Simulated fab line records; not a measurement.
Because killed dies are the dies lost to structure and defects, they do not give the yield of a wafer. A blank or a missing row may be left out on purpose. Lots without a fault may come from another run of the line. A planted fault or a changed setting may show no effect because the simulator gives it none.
Problem report in the 8D (eight disciplines) form, filled by code || flow nandHarc || the parts of the form that need people (team, actions taken, sign-off) are left out

== 1. THE PROBLEM ==
At NHARC_A_ONON_D2_THK_MEAS_08, thkNm averages 1688 nm over 3 wafers from 2 lots, while fault-free wafers read 999 nm, standard deviation 9.8. Relative to the usual mean, that is a shift of +70 standard deviations.
The step: measures by ellipsometry.
First seen on wafer L899.3, day 15 07:50, on filmMetro-02. Wafers with a number at this step in the record: 42, from 14 lots. Rule for "out", or "out of limits": more than 4 standard deviations from the usual mean. All remaining wafers that have a number are taken as sound.

== 2. WHAT IT IS, WHAT IT ISN'T ==
{"question": "which readings at this step", "is": "thkNm", "is not": "-"}
{"question": "which lots", "is": "L899, L901", "is not": "L892, L893, L894, L895, L900, L906, L907, L908, L909, L910, L912, L913"}
{"question": "which wafers of those lots", "is": "L899.3, L901.3, L901.4", "is not": "L899.5, L899.6, L901.2"}
{"question": "read on which gauges", "is": "filmMetro-02", "is not": "filmMetro-01"}
{"question": "when", "is": "from day 15 07:50", "is not": "up to then (14 sound wafers); but 25 sound wafers of L900, L901, L906, L907, L908, L909, L910, L912, L913 came after"}

== 3. WHAT RULES OUT EACH SUSPECT ==
Counting: a tool at a process step up to the reading stays a suspect if it ran every lot that is out. Sound lots after the first of them don't rule it out here, since some wafers of a struck lot are sound.
- the gauge at NHARC_A_ONON_D2_THK_MEAS_08: ruled out. All the wafers that are out were read on filmMetro-02, but those of them that NHARC_END_SORT_01 has rows for are out there too, on other tools.
- pecvdOnon-01 at NHARC_A_ONON_D2_DEP_06 (target thk 1000 nm): kept. Ran every lot that is out, first one L899 (day 15 07:26); last sound lot up to then L894 (day 12 18:11).
After counting, what remains is pecvdOnon-01 at NHARC_A_ONON_D2_DEP_06.

== 4. THE CAUSE (what the simulator had put in) ==
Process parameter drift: pecvdOnon-01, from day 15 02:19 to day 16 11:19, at NHARC_A_ONON_D2_DEP_06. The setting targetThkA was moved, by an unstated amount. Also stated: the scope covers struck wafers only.
The count eliminated every tool but this one.

== 5. THE EFFECT CHAIN, in route order ==
Rows list readings where the struck wafers' mean (over those with a number) sits beyond 3 standard deviations from the usual. Only readings for which the record gives a usual standard deviation are gone through. hours: the time from each lot's start at the first step in this table that gives one to its start at this step, as a median over the lots. sigmas: the change in usual standard deviations.
{"hours": 0, "step": "NHARC_A_ONON_D2_THK_MEAS_08", "reading": "thkNm", "usual": "999 nm", "on struck wafers": 1688, "change": "+689", "sigmas": "+70"}
{"hours": 292, "step": "NHARC_END_SORT_01", "reading": "killedAtArray", "usual": 52, "on struck wafers": 674, "change": "+622", "sigmas": "+35"}
{"hours": 292, "step": "NHARC_END_SORT_01", "reading": "killedDies", "usual": 57, "on struck wafers": 677, "change": "+620", "sigmas": "+36"}

== 6. HOW IT WOULD HAVE BEEN CAUGHT EARLIER ==
6 hours passed between the start of the fault at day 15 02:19 and the first reading out of limits at a measuring or inspecting step in this record, taken at day 15 07:50.
Of the tool readings at NHARC_A_ONON_D2_DEP_06 for which the record gives a usual standard deviation, none was out on any struck wafer, so an alarm limit of 4 standard deviations on them would not have fired.
Of the lots that are out (2), L901 began NHARC_A_ONON_D2_DEP_06 on pecvdOnon-01 after day 15 07:50. A hold on the tool at that time would have spared it.
